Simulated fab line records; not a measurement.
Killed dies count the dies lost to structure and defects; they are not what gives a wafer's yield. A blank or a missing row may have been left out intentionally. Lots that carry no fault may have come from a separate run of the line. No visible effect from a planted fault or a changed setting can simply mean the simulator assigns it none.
Struck lot and sound lot, side by side | flow nand harc | 15 out of 1159 route steps
Sound: the wafers L887.1, L887.3, L887.4. Struck: wafers L897.1, L897.6. (L897.4 of the same lot was not struck and is left out.) The cause comes at the end.
At each step with rows: each side's tool, then ch and its chambers, then its first start. Under that, the readings that differ: sound wafers | struck wafers | difference of the means | sigmas: that difference in standard deviations of wafers without a fault.
alike: words and numbers the same on both sides, and readings whose means are apart by under 2 such deviations; not compared: readings that were withheld, readings missing a value for some wafer, numbers with overlapping values and no deviation given by the record, and bounds like >300 which may hide the same value.
The two part at a step that has a row with sigmas, a row that says differs or no value, or rows on one side only. Numbers that have no deviation but don't overlap get no sigmas and don't part them. A reading that every wafer of one side lacks parts them only if that side has two wafers or more.

first, 9 steps without rows for these wafers: NHARC_THIN_TSV_PVD_24 (deposits Al, target thk 800 nm); NHARC_THIN_TSV_DEHYDRATE_25 (time 120 s); NHARC_THIN_TSV_HMDS_26 (time 30 s); NHARC_THIN_TSV_COAT_27; NHARC_THIN_TSV_SOFTBAKE_28 (time 95 s); NHARC_THIN_TSV_EBR_29; NHARC_THIN_TSV_EXPOSE_30 (exposes mask PAD); NHARC_THIN_TSV_PEB_31 (peb time 85 s); NHARC_THIN_TSV_DEVELOP_32 (time 70 s).
NHARC_THIN_TSV_CD_MEAS_33 targets a cd of 5000 nm.
  sound on cd sem-01 ch 0, day 18 22:30; struck on cd sem-02 ch 0, day 22 02:22
  alike: cd nm
then, 1 step without rows for these wafers: NHARC_THIN_TSV_HARDBAKE_34 (time 80 s).
NHARC_THIN_TSV_DESCUM_35: chemistry O2, time 3 s.
  sound on rie diel-02 ch 1,2,3, day 18 22:40; struck on rie diel-03 ch 0,1, day 22 02:32
  alike: drypump motor current A, oes product au, rf vpp V, showerhead plenum p Torr, throttle valve pct
  not compared: rf hours counter h
NHARC_THIN_TSV_ETCH_59: etches the open film in Cl2/BCl3, target depth 880 nm, time 138.1 s.
  sound on rie metal-03 ch 1, day 18 22:47; struck on rie metal-03 ch 0, day 22 02:42
  reading          | sound             | struck      | difference | sigmas
  run length s (s) | 159.4 159.1 159.6 | 179.0 178.6 | +19.4      | +40
  alike: drypump motor current A, oes product au, rf fwd power W, throttle valve pct
  not compared: rf hours counter h
NHARC_THIN_TSV_ETCH_36: etches the open film in Cl2/BCl3, target depth 65 nm, time 18.571 s.
  sound on rie metal-03 ch 1, day 18 23:16; struck on rie metal-03 ch 1, day 22 02:55
  alike: drypump motor current A, oes product au, run length s
  not compared: rf hours counter h
NHARC_END_SORT_01:
  the record has rows for the sound wafers here (prober-02 ch 0, day 19 10:08) and none for the struck ones

## WHERE THEY PART
Last at NHARC_END_SORT_01 as far as this record goes, first at NHARC_THIN_TSV_ETCH_59.

WHY: whatever the simulator had introduced
rie metal-03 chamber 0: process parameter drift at NHARC_THIN_TSV_ETCH_59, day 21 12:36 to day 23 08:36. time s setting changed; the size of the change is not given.
